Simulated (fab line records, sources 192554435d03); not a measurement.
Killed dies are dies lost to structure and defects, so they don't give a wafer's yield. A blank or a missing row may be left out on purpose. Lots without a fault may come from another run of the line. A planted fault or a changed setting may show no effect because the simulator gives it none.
Chamber matching | flow n5_finfet | N5_BEOL_M14_DESCUM_15 on rie_diel-06: 4 sister chambers
The step chemistry O2, time 7.9 s. 4 wafers are shown with their chamber, then 7 later ones without.

WAFERS WITH THEIR CHAMBER
wafer  | chamber | throttle_valve_pct (%)
L075.6 | 0       | 20.14
L080.3 | 3       | 20.24
L088.1 | 2       | 20.82
L088.2 | 1       | 20.09

WAFERS WITHOUT THEIR CHAMBER
wafer  | throttle_valve_pct (%)
L088.4 | 20.27
L097.1 | 20.83
L097.2 | 20.23
L097.3 | 20.11
L097.4 | 20.30
L097.5 | 20.10
L097.6 | 20.84

WHICH CHAMBER EACH WENT THROUGH
wafer  | from the rows above     | in truth
L088.4 | 3                       | 3
L097.1 | 2                       | 2
L097.2 | 3                       | 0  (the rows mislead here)
L097.3 | can't be placed: 1 or 0 | 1
L097.4 | 3                       | 3
L097.5 | can't be placed: 1 or 0 | 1
L097.6 | 2                       | 2
Placed correctly: 4 of 7. Can't be placed from these rows: 2 (the true chamber is among the candidates in 2). Placed wrongly: 1.
How it was worked out, from the rows above alone: a wafer's distance from a chamber is the root of the sum, over the readings, of the square of ((its reading less the chamber's mean) divided by the reading's scatter). The wafer belongs to the nearest chamber; if the next one is less than 2 further off, it can't be placed. A chamber's mean is the mean of its shown wafers. The scatter: with one shown wafer a chamber, the root of the mean of the squares of how far each hidden wafer lies from its nearest shown one.
